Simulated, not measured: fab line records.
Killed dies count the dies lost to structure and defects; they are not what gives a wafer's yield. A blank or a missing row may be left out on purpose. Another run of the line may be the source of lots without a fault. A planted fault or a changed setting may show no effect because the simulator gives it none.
Chamber matching + flow nand harc + NHARC_A_BLC_STRIP_29 on rie diel-09: 4 sister chambers
The step strips in CF4. 4 wafers are shown with their chamber, then 12 later ones without.

WAFERS WITH THEIR CHAMBER
| wafer  | chamber | drypump motor current A (A) |
|--------|---------|-----------------------------|
| L081.1 | 3       | 6.13                        |
| L086.1 | 1       | 5.85                        |
| L086.3 | 2       | 6.01                        |
| L086.5 | 0       | 5.90                        |

WAFERS MISSING THEIR CHAMBER
| wafer  | drypump motor current A (A) |
|--------|-----------------------------|
| L087.1 | 5.99                        |
| L087.2 | 6.13                        |
| L087.5 | 5.82                        |
| L090.1 | 6.01                        |
| L090.3 | 5.82                        |
| L090.6 | 5.88                        |
| L093.1 | 6.12                        |
| L093.3 | 5.80                        |
| L093.5 | 5.79                        |
| L096.2 | 5.82                        |
| L096.5 | 6.01                        |
| L096.6 | 5.85                        |

WHICH CHAMBER EACH WENT THROUGH
| wafer  | from the rows above     | in truth |
|--------|-------------------------|----------|
| L087.1 | 2                       | 2        |
| L087.2 | 3                       | 3        |
| L087.5 | can't be placed: 1 or 0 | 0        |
| L090.1 | 2                       | 2        |
| L090.3 | can't be placed: 1 or 0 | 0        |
| L090.6 | can't be placed: 0 or 1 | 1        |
| L093.1 | 3                       | 3        |
| L093.3 | can't be placed: 1 or 0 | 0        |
| L093.5 | can't be placed: 1 or 0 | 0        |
| L096.2 | can't be placed: 1 or 0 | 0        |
| L096.5 | 2                       | 2        |
| L096.6 | can't be placed: 1 or 0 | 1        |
Correct placement for 5 of the 12. These rows do not allow placing 7 (true chamber among the candidates in 7). Placed wrongly: 0.
How it was worked out, from the rows above alone: a wafer's distance from a chamber is the root of the sum, over the readings, of the square of ((its reading less the chamber's mean) divided by the reading's scatter). If the next closest chamber is less than 2 further off than the closest, the wafer can't be placed; otherwise it belongs to the closest. Each chamber's mean is taken over the wafers shown for it. The scatter (one wafer shown for each chamber): square how far every hidden wafer sits from the nearest shown wafer, average those squares and take the square root.
